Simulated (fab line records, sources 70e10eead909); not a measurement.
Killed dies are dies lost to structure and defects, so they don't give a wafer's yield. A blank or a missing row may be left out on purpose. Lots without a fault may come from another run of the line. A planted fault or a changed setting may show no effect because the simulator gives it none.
fab line records | flow nand_harc | part 1 of 2: steps 1 to 4 of 6
record lots=24 wafers=72 last_day=34
route steps=1302 shown A_STAIRCASE@740
lots that met no fault: from a run of the same line without faults
start_h: hours from the record's first day to the start of the lot's first wafer shown | wait_h: hours since the lot's step before | " the same as in the row above | L1.1+2: a row that stands for several wafers | - no value, or no start given | * or withheld: withheld | < > ~ a bound
route shown NAME@n: a module of which the file shows steps, and the number in the route of the first | usual: mean/standard deviation of fault-free wafers | same: alike in all rows | chamber/n: place in a boat | sites: the reading at each site | _std_site: their standard deviation | _edge_site: outer sites' mean less inner sites' | radius_mm: how far each site lies from the wafer's centre | mask NAME#n: copy n | behind: the tool/chamber that last shaped the wafer | hold: why the lot was held/for how many hours/how that ended | device: the transistor (n, p or np) that didn't switch | end of line: the same wafers' tests at the end of the route | a step without rows: its recipe alone | killed: dies lost to structure and defects at the first sort, not the wafer's yield | map: a wafer's dies, x killed, . not, _ none there
set.NAME: the setting as run; set.NAME@STEP: as run at that earlier step | model.NAME: the simulator's own value behind a step, which no gauge read
steps of the route over a sample of lots; a table a step, a row a wafer
services: from which hour (start_h, from the record's first day; less than 0 if before it) a tool's chamber was out of use, for how many hours, and why
## steps
# step NHARC_A_STAIRCASE_TRIM_226
# recipe time_s=211.2 o2_flow_sccm=500 ar_flow_sccm=0 bias_w=0 chemistry=O2
# usual drypump_motor_current_A=5.9/0.53 oes_product_au=1.001/0.012 rf_vpp_V=58.0/0.89 showerhead_plenum_p_Torr=3.60/0.14 throttle_valve_pct=17.037/0.0089
# columns lot.wafer tool chamber start_h wait_h drypump_motor_current_A oes_product_au rf_hours_counter_h rf_vpp_V showerhead_plenum_p_Torr throttle_valve_pct
L075.4 rie_diel-12 3 - - 5.9 1.004 25 58.3 3.67 17.045
L075.1 " 0 " " 5.8 0.990 27 56.9 3.30 17.032
L075.3 " 1 " " 6.7 0.985 25 58.8 3.65 17.039
L074.3 rie_diel-12 1 - - 6.7 0.979 25 58.3 3.65 17.034
L074.1 " 3 " " 5.9 1.011 25 58.1 3.67 17.051
L074.5 " 1 " " 6.7 0.984 - 58.0 3.65 17.035
L076.4 rie_diel-02 0 - - 6.7 0.997 53 59.5 3.64 17.044
L076.1 " 2 " " 5.5 0.987 57 58.7 3.55 17.034
L076.6 " 1 " " 5.1 1.009 - 58.6 3.53 17.045
L078.4 rie_diel-02 3 - - 5.6 0.997 56 57.0 3.64 17.056
L078.3 " 1 " " 5.1 0.996 58 58.2 3.53 17.046
L078.6 " 3 " " 5.6 1.007 - 57.9 3.64 17.042
L079.4 rie_diel-04 0 - - 5.3 1.024 12 57.2 3.46 17.047
L079.1 " 1 " " 6.0 0.990 12 57.8 3.80 17.028
L079.5 " 3 " " 6.1 1.003 - 59.8 3.73 17.051
L077.3 rie_diel-12 2 - - 5.3 1.006 37 58.0 3.38 17.027
L077.6 " 2 " " 5.3 1.010 - 57.8 3.38 17.027
L077.5 " 0 " " 5.8 1.004 - 57.3 3.29 17.044
L080.2 rie_diel-04 3 - - 6.1 0.994 23 58.4 3.72 17.034
L080.4 " 1 " " 6.0 0.994 20 57.7 3.80 17.040
L080.6 " 3 " " 6.0 0.990 - 58.5 3.72 17.029
L081.4 rie_diel-04 3 - - 6.1 0.998 26 58.8 3.72 17.028
L081.3 " 2 " " 6.3 0.997 27 60.8 3.79 17.048
L081.5 " 3 " " 6.1 0.997 - 58.3 3.72 17.032
L082.3 rie_diel-12 2 - - 5.3 1.000 50 57.1 3.37 17.031
L082.6 " 3 " " 5.9 1.004 - 57.3 3.66 17.016
L082.5 " 0 " " 5.8 0.989 - 57.5 3.29 17.036
L083.2 rie_diel-02 1 - - 5.1 1.001 9 58.6 3.52 17.045
L083.3 " 2 " " 5.5 0.999 9 57.5 3.54 17.029
L083.1 " 3 " " 5.6 1.015 11 58.0 3.63 17.036
L084.2 rie_diel-12 3 - - 5.9 1.007 1 59.9 3.66 17.041
L084.3 " 0 " " 5.8 1.009 1 58.1 3.81 17.035
L084.6 " 2 " " 5.3 1.017 - 57.6 3.37 17.035
L085.4 rie_diel-04 3 - - 6.0 1.006 43 57.7 3.71 17.039
L085.5 " 2 " " 6.3 1.005 - 57.9 3.78 17.034
L085.6 " 3 " " 6.1 1.002 - 58.3 3.71 17.042
L086.2 rie_diel-02 3 - - 5.6 0.992 25 59.5 3.62 17.036
L086.5 " 3 " " 5.6 1.006 - 57.7 3.62 17.035
L086.6 " 0 " " 6.7 0.992 - 58.2 3.62 17.056
L087.2 rie_diel-02 2 - - 5.5 1.001 28 58.8 3.53 17.048
L087.3 " 3 " " 5.6 1.001 29 58.1 3.62 17.021
L087.6 " 1 " " 5.0 1.001 - 58.3 3.52 17.035
L089.3 rie_diel-04 3 - - 6.1 0.990 51 56.1 3.71 17.035
L089.4 " 0 " " 5.3 1.015 46 57.1 3.44 17.044
L089.5 " 3 " " 6.1 0.996 - 58.7 3.71 17.039
L088.3 rie_diel-12 3 - - 5.9 1.003 20 58.3 3.65 17.026
L088.4 " 2 " " 5.3 1.023 13 58.2 3.36 17.039
L088.6 " 0 " " 5.8 1.006 - 58.7 3.80 17.038
L091.1 rie_diel-04 1 - - 6.0 0.986 55 58.4 3.78 17.043
L091.4 " 2 " " 6.3 1.008 57 57.9 3.77 17.046
L091.6 " 1 " " 6.0 0.996 - 57.4 3.78 17.024
L090.2 rie_diel-02 0 - - 6.7 0.972 40 58.9 3.61 17.036
L090.3 " 2 " " 5.5 0.995 38 58.5 3.53 17.046
L090.6 " 0 " " 6.7 0.982 - 57.1 3.61 17.046
L092.3 rie_diel-04 0 - - 5.3 1.016 53 58.0 3.44 17.033
L092.4 " 2 " " 6.3 0.986 62 59.1 3.77 17.041
L092.5 " 0 " " 5.3 1.006 - 57.5 3.44 17.031
L093.3 rie_diel-02 0 - - 6.7 0.993 46 57.6 3.61 17.046
L093.2 " 1 " " 5.1 1.004 43 57.9 3.50 17.044
L093.4 " 2 " " 5.5 1.002 44 58.5 3.52 17.014
L094.4 rie_diel-02 3 - - 5.5 1.015 52 59.0 3.61 17.035
L094.6 " 0 " " 6.7 0.985 - 57.9 3.60 17.034
L094.5 " 1 " " 5.1 1.000 - 59.4 3.50 17.037
L095.2 rie_diel-12 3 - - 5.9 1.015 41 57.3 3.64 17.042
L095.4 " 1 " " 6.7 0.991 52 56.8 3.60 17.046
L095.5 " 3 " " 5.9 1.015 - 57.0 3.64 17.049
L096.1 rie_diel-04 3 - - 6.1 0.988 12 59.1 3.70 17.026
L096.4 " 0 " " 5.4 1.002 11 58.2 3.43 17.042
L096.5 " 2 " " 6.3 0.971 - 58.6 3.77 17.040
L097.1 rie_diel-12 1 - - 6.7 1.005 57 59.1 3.60 17.031
L097.3 " 2 " " 5.3 1.026 42 57.7 3.35 17.046
L097.5 " 3 " " 5.9 1.030 - 57.6 3.63 17.034
# step NHARC_A_STAIRCASE_ETCH_273
# recipe target_depth_a=1.02e+05 time_s=2468.6 ion_energy_ev=800 c4f8_flow_sccm=80 o2_flow_sccm=60 ar_flow_sccm=withheld rf_w=600 bias_w=3000 chemistry=C4F8/O2/Ar
# usual oes_product_au=0.937/0.013 rf_vpp_V=1833/11
# columns lot.wafer tool chamber start_h wait_h oes_product_au rf_hours_counter_h rf_vpp_V
L075.1 rie_diel-12 3 - - 0.958 26 1836
L075.3 " 0 " " 0.935 28 1811
L075.4 " 1 " " 0.917 26 1835
L074.3 rie_diel-04 3 - - 0.933 7 1841
L074.1 " 0 " " 0.941 5 1822
L074.5 " 2 " " 0.923 - 1848
L076.1 rie_diel-12 2 397.87 - 0.937 35 1815
L076.4 " 2 " " 0.941 - 1816
L076.6 " 1 " " 0.916 - 1836
L078.3 rie_diel-04 1 - - 0.920 15 1846
L078.4 " 1 " " 0.916 - 1847
L078.6 " 2 " " 0.937 - 1846
L079.1 rie_diel-12 1 - - 0.928 40 1835
L079.4 " 0 " " 0.927 43 1808
L079.5 " 1 " " 0.926 - 1835
L077.3 rie_diel-04 3 - - 0.918 19 1840
L077.6 " 1 " " 0.914 - 1847
L077.5 " 2 " " 0.924 - 1846
L080.2 rie_diel-12 2 - - 0.935 46 1817
L080.4 " 3 " " 0.944 45 1837
L080.6 " 2 " " 0.935 - 1816
L081.4 rie_diel-02 0 - - 0.927 13 1834
L081.3 " 2 " " 0.924 12 1826
L081.5 " 0 " " 0.935 - 1835
L083.2 rie_diel-02 0 - - 0.927 16 1832
L083.3 " 2 " " 0.942 14 1829
L083.1 " 3 " " 0.952 15 1834
L082.3 rie_diel-04 0 - - 0.951 26 1821
L082.6 " 1 " " 0.927 - 1845
L082.5 " 2 " " 0.935 - 1846
L084.3 rie_diel-02 3 - - 0.931 21 1834
L084.2 " 1 " " 0.928 20 1826
L084.6 " 2 " " 0.913 - 1828
L085.4 rie_diel-04 3 - - 0.951 44 1841
L085.5 " 2 " " 0.938 - 1846
L085.6 " 3 " " 0.956 - 1839
L086.2 rie_diel-12 3 - - 0.947 9 1835
L086.5 " 2 " " 0.955 - 1815
L086.6 " 3 " " 0.953 - 1835
L087.3 rie_diel-04 0 - - 0.942 43 1820
L087.2 " 1 " " 0.924 50 1845
L087.6 " 3 " " 0.933 - 1840
L089.3 rie_diel-02 2 - - 0.941 36 1829
L089.4 " 3 " " 0.947 37 1833
L089.5 " 3 " " 0.950 - 1834
L088.3 rie_diel-04 1 - - 0.920 56 1844
L088.4 " 0 " " 0.937 49 1819
L088.6 " 2 " " 0.914 - 1845
L091.1 rie_diel-12 0 - - 0.947 29 1845
L091.4 " 1 " " 0.933 30 1833
L091.6 " 1 " " 0.931 - 1833
L090.2 rie_diel-02 1 - - 0.921 41 1825
L090.3 " 2 " " 0.926 42 1827
L090.6 " 1 " " 0.918 - 1825
L092.4 rie_diel-12 2 - - 0.961 25 1814
L092.3 " 3 " " 0.943 31 1834
L092.5 " 1 " " 0.942 - 1833
L093.2 rie_diel-12 3 - - 0.956 32 1834
L093.3 " 0 " " 0.947 35 1847
L093.4 " 2 " " 0.958 27 1814
L094.4 rie_diel-02 0 - - 0.918 56 1831
L094.6 " 1 " " 0.934 - 1825
L094.5 " 2 " " 0.919 - 1827
L095.2 rie_diel-12 0 - - 0.957 48 1845
L095.4 " 1 " " 0.938 53 1833
L095.5 " 3 " " 0.965 - 1835
L096.1 rie_diel-04 0 - - 0.956 14 1820
L096.4 " 3 " " 0.949 14 1839
L096.5 " 1 " " 0.941 - 1845
L097.1 rie_diel-12 0 - - 0.937 54 1845
L097.3 " 2 " " 0.942 43 1813
L097.5 " 1 " " 0.936 - 1830
# step NHARC_A_STAIRCASE_STRIP_274
# recipe o2_flow_sccm=500 ar_flow_sccm=0 bias_w=0 chemistry=O2
# usual drypump_motor_current_A=5.9/0.5 oes_product_au=1.001/0.01 rf_vpp_V=58.0/0.91 showerhead_plenum_p_Torr=3.60/0.15 throttle_valve_pct=17.036/0.0093
# columns lot.wafer tool chamber start_h wait_h drypump_motor_current_A oes_product_au rf_hours_counter_h rf_vpp_V showerhead_plenum_p_Torr throttle_valve_pct
L075.1 rie_diel-12 3 - - 5.9 1.010 27 59.3 3.67 17.039
L075.4 " 0 " " 5.8 0.991 29 55.3 3.30 17.040
L075.3 " 2 " " 5.3 1.009 25 57.1 3.39 17.024
L074.3 rie_diel-04 2 - - 6.3 1.005 8 57.6 3.80 17.033
L074.1 " 1 " " 6.0 0.991 6 58.7 3.80 17.048
L074.5 " 3 " " 6.1 0.999 - 57.0 3.73 17.037
L076.1 rie_diel-12 0 - - 5.8 1.007 41 58.0 3.29 17.024
L076.4 " 2 " " 5.3 1.011 - 57.6 3.38 17.035
L076.6 " 1 " " 6.7 1.005 - 57.9 3.64 17.033
L078.3 rie_diel-04 3 - - 6.1 0.991 18 57.7 3.73 17.046
L078.4 " 2 " " 6.3 1.000 - 60.2 3.80 17.040
L078.6 " 3 " " 6.1 0.990 - 59.7 3.73 17.025
L077.3 rie_diel-04 2 - - 6.3 0.997 21 58.0 3.80 17.032
L077.5 " 3 " " 6.1 0.991 - 58.1 3.72 17.029
L077.6 " 0 " " 5.3 1.018 - 58.1 3.46 17.039
L079.4 rie_diel-12 2 - - 5.3 0.998 43 56.2 3.38 17.036
L079.1 " 3 " " 5.9 1.010 43 59.1 3.66 17.023
L079.5 " 3 " " 5.9 1.020 - 57.8 3.66 17.023
L080.2 rie_diel-12 3 - - 5.9 1.003 46 58.1 3.66 17.061
L080.4 " 1 " " 6.7 0.986 47 57.6 3.63 17.050
L080.6 " 0 " " 5.8 0.989 - 57.3 3.29 17.031
L081.4 rie_diel-02 2 - - 5.5 0.999 12 58.0 3.54 17.051
L081.3 " 3 " " 5.6 1.012 13 56.8 3.63 17.034
L081.5 " 2 " " 5.5 0.996 - 58.7 3.54 17.044
L083.3 rie_diel-02 1 - - 5.1 0.997 16 57.3 3.52 17.051
L083.1 " 2 " " 5.5 0.986 15 57.7 3.54 17.036
L083.2 " 0 " " 6.6 0.978 17 58.6 3.63 17.050
L082.3 rie_diel-04 1 - - 6.0 0.980 36 58.4 3.79 17.044
L082.5 " 3 " " 6.1 1.008 - 59.4 3.71 17.038
L082.6 " 0 " " 5.3 1.024 - 58.6 3.45 17.045
L084.2 rie_diel-02 3 - - 5.6 1.015 23 58.1 3.62 17.027
L084.3 " 1 " " 5.1 0.997 21 58.0 3.52 17.046
L084.6 " 2 " " 5.5 0.989 - 58.7 3.54 17.036
L085.4 rie_diel-04 2 - - 6.2 1.006 49 58.9 3.78 17.050
L085.5 " 2 " " 6.3 1.005 - 59.2 3.78 17.044
L085.6 " 3 " " 6.1 1.003 - 59.0 3.71 17.027
L086.2 rie_diel-12 3 - - 6.0 1.002 10 56.2 3.65 17.039
L086.5 " 0 " " 5.8 1.004 - 59.7 3.80 17.032
L086.6 " 1 " " 6.7 0.986 - 58.2 3.62 17.033
L087.3 rie_diel-04 2 - - 6.3 0.997 53 58.4 3.78 17.035
L087.2 " 0 " " 5.3 1.006 44 57.4 3.44 17.039
L087.6 " 2 " " 6.3 1.000 - 58.8 3.78 17.039
L089.4 rie_diel-02 2 - - 5.6 0.999 37 58.3 3.53 17.026
L089.3 " 3 " " 5.6 1.002 38 58.7 3.62 17.030
L089.5 " 2 " " 5.5 0.999 - 57.6 3.53 17.036
L088.4 rie_diel-04 3 - - 6.1 1.000 54 59.5 3.71 17.033
L088.3 " 1 " " 6.0 0.989 57 58.5 3.77 17.038
L088.6 " 3 " " 6.1 1.004 - 58.5 3.70 17.037
L091.1 rie_diel-12 1 - - 6.7 1.005 31 58.8 3.61 17.030
L091.4 " 0 " " 5.8 1.010 30 57.3 3.79 17.041
L091.6 " 2 " " 5.3 0.996 - 57.2 3.36 17.031
L090.3 rie_diel-02 1 - - 5.1 1.004 43 57.6 3.51 17.027
L090.2 " 3 " " 5.6 1.015 43 56.5 3.61 17.025
L090.6 " 0 " " 6.7 0.990 - 58.7 3.61 17.026
L092.3 rie_diel-12 2 - - 5.3 1.016 26 58.6 3.36 17.028
L092.4 " 3 " " 5.9 1.014 32 58.6 3.64 17.039
L092.5 " 1 " " 6.7 1.002 - 57.0 3.61 17.029
L093.4 rie_diel-12 0 - - 5.8 1.003 36 59.1 3.79 17.058
L093.3 " 2 " " 5.3 1.021 27 57.1 3.36 17.039
L093.2 " 3 " " 5.9 1.009 33 58.3 3.64 17.027
L094.4 rie_diel-02 3 - - 5.6 1.003 54 56.8 3.61 17.042
L094.5 " 0 " " 6.7 0.993 - 58.1 3.60 17.037
L094.6 " 1 " " 5.1 0.992 - 59.3 3.50 17.049
L095.4 rie_diel-12 3 - - 5.9 1.017 44 58.8 3.64 17.052
L095.2 " 2 " " 5.3 1.013 38 57.7 3.35 17.038
L095.5 " 3 " " 5.9 1.020 - 60.0 3.63 17.034
L096.4 rie_diel-04 0 - - 5.3 1.005 15 57.4 3.43 17.043
L096.1 " 2 " " 6.3 0.990 14 57.6 3.76 17.053
L096.5 " 3 " " 6.1 0.990 - 57.5 3.69 17.041
L097.1 rie_diel-12 3 - - 5.9 1.013 47 57.6 3.63 17.041
L097.3 " 0 " " 5.8 1.013 55 60.0 3.78 17.043
L097.5 " 2 " " 5.3 1.019 - 58.5 3.35 17.021
# step NHARC_A_STAIRCASE_DESCUM_291
# recipe time_s=3 o2_flow_sccm=200 ar_flow_sccm=0 bias_power_w=0 chemistry=O2
# usual drypump_motor_current_A=5.8/0.52 oes_product_au=1.001/0.011 rf_vpp_V=57.9/0.94 showerhead_plenum_p_Torr=1.96/0.075 throttle_valve_pct=11.311/0.0093
# columns lot.wafer tool chamber start_h wait_h drypump_motor_current_A oes_product_au rf_hours_counter_h rf_vpp_V showerhead_plenum_p_Torr throttle_valve_pct
L075.1 rie_diel-02 0 382.79 - 6.6 0.992 51 56.2 1.98 11.310
L075.4 " 1 " " 5.1 0.997 53 56.9 1.92 11.316
L075.3 " 2 " " 5.5 0.986 54 57.5 1.93 11.303
L074.3 rie_diel-02 1 384.52 - 5.1 0.992 54 58.8 1.92 11.304
L074.1 " 2 " " 5.5 0.979 55 58.3 1.93 11.303
L074.5 " 0 " " 6.7 0.996 - 58.8 1.98 11.321
L076.4 rie_diel-12 0 404.61 - 5.8 0.996 42 57.1 1.78 11.326
L076.1 " 1 " " 6.7 0.990 39 57.1 1.98 11.308
L076.6 " 0 " " 5.8 1.006 - 56.9 1.78 11.307
L078.4 rie_diel-04 3 411.54 - 6.1 0.989 20 57.0 2.03 11.311
L078.3 " 1 " " 6.0 0.986 18 59.6 2.07 11.322
L078.6 " 3 " " 6.1 0.996 - 57.8 2.03 11.300
L077.3 rie_diel-04 0 415.50 - 5.3 1.027 15 58.3 1.87 11.319
L077.5 " 0 " " 5.3 1.023 - 58.2 1.87 11.305
L077.6 " 1 " " 6.0 0.996 - 59.8 2.07 11.312
L079.4 rie_diel-02 2 416.11 - 5.5 0.991 3 57.8 1.92 11.306
L079.1 " 0 " " 6.7 0.984 6 59.0 1.97 11.314
L079.5 " 2 " " 5.5 0.979 - 56.6 1.92 11.323
L080.4 rie_diel-02 2 435.47 - 5.5 0.997 8 58.4 1.92 11.295
L080.2 " 0 " " 6.7 0.987 10 57.3 1.97 11.313
L080.6 " 2 " " 5.5 0.998 - 58.1 1.92 11.309
L081.4 rie_diel-04 3 449.73 - 6.1 0.998 31 58.2 2.02 11.306
L081.3 " 0 " " 5.3 1.020 25 57.4 1.87 11.312
L081.5 " 3 " " 6.1 1.000 - 57.8 2.02 11.320
L083.1 rie_diel-12 3 456.75 - 5.9 0.996 0 57.8 1.99 11.284
L083.3 " 0 " " 5.8 1.004 0 59.5 2.08 11.309
L083.2 " 1 " " 6.7 0.996 0 57.9 1.97 11.318
L082.3 rie_diel-02 3 460.13 - 5.6 1.019 17 59.4 1.97 11.309
L082.5 " 1 " " 5.0 0.997 - 59.3 1.91 11.320
L082.6 " 2 " " 5.5 0.998 - 58.2 1.92 11.313
L084.2 rie_diel-12 0 476.16 - 5.8 1.003 7 57.8 2.07 11.304
L084.3 " 3 " " 5.9 1.008 5 57.2 1.99 11.303
L084.6 " 0 " " 5.8 1.008 - 57.0 2.07 11.315
L085.4 rie_diel-12 3 492.40 - 5.9 1.007 8 58.7 1.99 11.322
L085.5 " 3 " " 5.9 1.015 - 57.6 1.99 11.301
L085.6 " 0 " " 5.8 0.997 - 58.5 2.07 11.330
L086.2 rie_diel-02 0 503.17 - 6.7 0.992 30 58.7 1.97 11.308
L086.6 " 2 " " 5.5 0.994 - 57.3 1.92 11.318
L086.5 " 3 " " 5.5 0.996 - 58.8 1.97 11.299
L087.3 rie_diel-02 0 510.87 - 6.7 0.981 35 58.8 1.96 11.313
L087.2 " 1 " " 5.0 0.984 32 58.0 1.90 11.321
L087.6 " 2 " " 5.5 0.995 - 57.4 1.91 11.320
L089.4 rie_diel-04 2 525.03 - 6.3 0.999 59 58.6 2.06 11.320
L089.3 " 1 " " 6.0 0.986 57 57.9 2.06 11.319
L089.5 " 3 " " 6.1 1.001 - 58.7 2.02 11.327
L088.4 rie_diel-12 0 530.77 - 5.8 1.002 28 58.2 2.07 11.324
L088.3 " 1 " " 6.7 1.000 29 58.6 1.96 11.315
L088.6 " 3 " " 5.9 1.016 - 58.1 1.98 11.308
L091.4 rie_diel-02 0 539.66 - 6.7 0.989 45 56.9 1.96 11.299
L091.1 " 2 " " 5.5 0.999 44 59.7 1.91 11.309
L091.6 " 0 " " 6.7 0.981 - 59.1 1.96 11.314
L090.3 rie_diel-02 3 543.05 - 5.6 1.026 45 57.1 1.96 11.297
L090.2 " 1 " " 5.1 1.003 45 58.1 1.90 11.313
L090.6 " 3 " " 5.6 1.025 - 57.0 1.96 11.289
L092.3 rie_diel-04 1 551.96 - 6.0 0.998 2 57.4 2.06 11.307
L092.4 " 3 " " 6.0 0.993 2 57.9 2.01 11.313
L092.5 " 1 " " 6.0 0.993 - 59.4 2.06 11.322
L093.3 rie_diel-02 3 552.82 - 5.5 1.006 50 57.0 1.96 11.320
L093.4 " 0 " " 6.6 0.986 53 55.8 1.96 11.317
L093.2 " 2 " " 5.5 0.989 49 56.7 1.91 11.310
L094.4 rie_diel-12 0 572.87 - 5.8 1.018 43 59.1 2.06 11.323
L094.5 " 1 " " 6.7 1.002 - 56.8 1.96 11.305
L094.6 " 2 " " 5.3 1.017 - 58.2 1.81 11.306
L095.4 rie_diel-04 0 593.92 - 5.3 1.004 15 58.1 1.86 11.312
L095.2 " 1 " " 6.0 0.994 14 59.1 2.05 11.317
L095.5 " 0 " " 5.3 1.013 - 57.4 1.86 11.312
L096.1 rie_diel-12 3 595.86 - 5.9 1.023 45 58.3 1.98 11.305
L096.4 " 1 " " 6.7 1.007 54 57.6 1.96 11.318
L096.5 " 3 " " 5.9 1.016 - 56.9 1.98 11.309
L097.3 rie_diel-12 2 618.84 - 5.3 1.002 46 57.2 1.81 11.300
L097.1 " 0 " " 5.8 0.995 57 58.2 2.06 11.288
L097.5 " 2 " " 5.3 1.012 - 57.2 1.81 11.312
